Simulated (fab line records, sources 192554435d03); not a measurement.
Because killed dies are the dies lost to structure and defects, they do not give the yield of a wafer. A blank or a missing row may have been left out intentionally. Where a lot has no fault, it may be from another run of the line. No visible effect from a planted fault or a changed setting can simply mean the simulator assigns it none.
Split-lot study + flow n5Finfet + 21 wafers read across 7 lots, on a route 1938 steps long

== THE SPLIT ITSELF ==
At N5_SDB_COAT_05 (resist thk 90 nm), the setting spinRpm was moved away from the recipe's 1500 rpm on 8 of the 21 wafers read, by -6.5% to +5.4%. All remaining wafers had this setting at the recipe value.

== FROM THE SPLIT TO THE READING: what the file shows between them, 5 steps ==
- N5_SDB_EBR_07
- N5_SDB_SOFTBAKE_06: time 60 s
- N5_SDB_EXPOSE_08: exposes mask SDB
- N5_SDB_PEB_09: peb time 60 s
- N5_SDB_DEVELOP_10: develop time 30 s

== THE READING ==
CAR-ArF_of_SDB_COAT_05.thkNm (the simulator's own value, which no gauge read), in nm, at N5_SDB_DESCUM_16 (chemistry O2, time 7.9 s). No usual value for it is given in the file. Average 83.4 nm, standard deviation 0.15 nm, over the 13 wafers here run with the recipe.

| wafer  | tool, chamber at the split | spinRpm as run, rpm | against the recipe | CAR-ArF_of_SDB_COAT_05.thkNm, nm | against lot-mates on the recipe |
|--------|----------------------------|---------------------|--------------------|----------------------------------|---------------------------------|
| L075.3 | lithoTrack-02, 0           | 1500                | recipe             | 83.4                             | -                               |
| L075.5 | lithoTrack-02, 0           | 1500                | recipe             | 83.4                             | -                               |
| L075.4 | lithoTrack-02, 0           | 1425                | -5.0%              | 85.6                             | +2.2                            |
| L076.1 | lithoTrack-01, 0           | 1500                | recipe             | 83.6                             | -                               |
| L076.4 | lithoTrack-01, 0           | 1500                | recipe             | 83.6                             | -                               |
| L076.6 | lithoTrack-01, 0           | 1500                | recipe             | 83.4                             | -                               |
| L077.2 | lithoTrack-01, 0           | 1403                | -6.5%              | 87                               | no lot-mate on the recipe       |
| L077.3 | lithoTrack-01, 0           | 1403                | -6.5%              | 86.8                             | no lot-mate on the recipe       |
| L077.6 | lithoTrack-01, 0           | 1403                | -6.5%              | 86.4                             | no lot-mate on the recipe       |
| L078.1 | lithoTrack-02, 0           | 1500                | recipe             | 83.4                             | -                               |
| L078.5 | lithoTrack-02, 0           | 1500                | recipe             | 83.4                             | -                               |
| L078.3 | lithoTrack-02, 0           | 1500                | recipe             | 83                               | -                               |
| L082.1 | lithoTrack-05, 0           | 1581                | +5.4%              | 81.2                             | -2.2                            |
| L082.5 | lithoTrack-05, 0           | 1581                | +5.4%              | 81.2                             | -2.2                            |
| L082.3 | lithoTrack-05, 0           | 1500                | recipe             | 83.4                             | -                               |
| L089.2 | lithoTrack-01, 0           | 1500                | recipe             | 83.6                             | -                               |
| L089.4 | lithoTrack-01, 0           | 1500                | recipe             | 83.4                             | -                               |
| L089.6 | lithoTrack-01, 0           | 1500                | recipe             | 83.4                             | -                               |
| L090.2 | lithoTrack-01, 0           | 1500                | recipe             | 83.6                             | -                               |
| L090.5 | lithoTrack-01, 0           | 1552                | +3.5%              | 82.4                             | -1.2                            |
| L090.6 | lithoTrack-01, 0           | 1552                | +3.5%              | 82.2                             | -1.4                            |

FIT RESULTS
A straight line over all 21 wafers: CAR-ArF_of_SDB_COAT_05.thkNm changes by -0.456 nm for each +1% of spinRpm; r = -0.99; the points scatter about the line by 0.25 nm.
The same after taking each lot's own level away (the mean of its wafers on the recipe; 18 wafers): -0.411 nm for each +1%; r = -0.99; scatter 0.12 nm.
According to that fit, moving spinRpm by its largest amount changes the reading by 2.7 nm.
From 83.27 to 83.60 nm: that is the span of the lots' own levels, equal to 2.2 times the standard deviation above.
So the slope is not independent of the lot-to-lot level: the two fits are not the same.
Check: for one of the wafers moved furthest among these (+5.4%), held out of the fit, the line's prediction against its lot-mates is -2.19 nm. Against them it came out at -2.2 nm.

== THE WHOLE CHAIN: every reading that the file lists as answering this split, in the file's order ==
| step              | what it does             | reading                                                                       | change (the file's fit)               | r (the file's) |
|-------------------|--------------------------|-------------------------------------------------------------------------------|---------------------------------------|----------------|
| N5_SDB_COAT_05    | resist thk 90 nm         | CAR-ArF_of_SDB_COAT_05.thkNm (the simulator's own value, which no gauge read) | -0.44 nm for each +1% of the setting  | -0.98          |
| N5_SDB_DEVELOP_10 | develop time 30 s        | CAR-ArF_of_SDB_COAT_05.thkNm (the simulator's own value, which no gauge read) | -0.421 nm for each +1% of the setting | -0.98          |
| N5_SDB_DESCUM_16  | chemistry O2, time 7.9 s | CAR-ArF_of_SDB_COAT_05.thkNm (the simulator's own value, which no gauge read) | -0.414 nm for each +1% of the setting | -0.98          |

== FILE'S OWN FIT ==
CAR-ArF_of_SDB_COAT_05.thkNm changes by -0.414 nm for each +1% of spinRpm, r = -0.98.
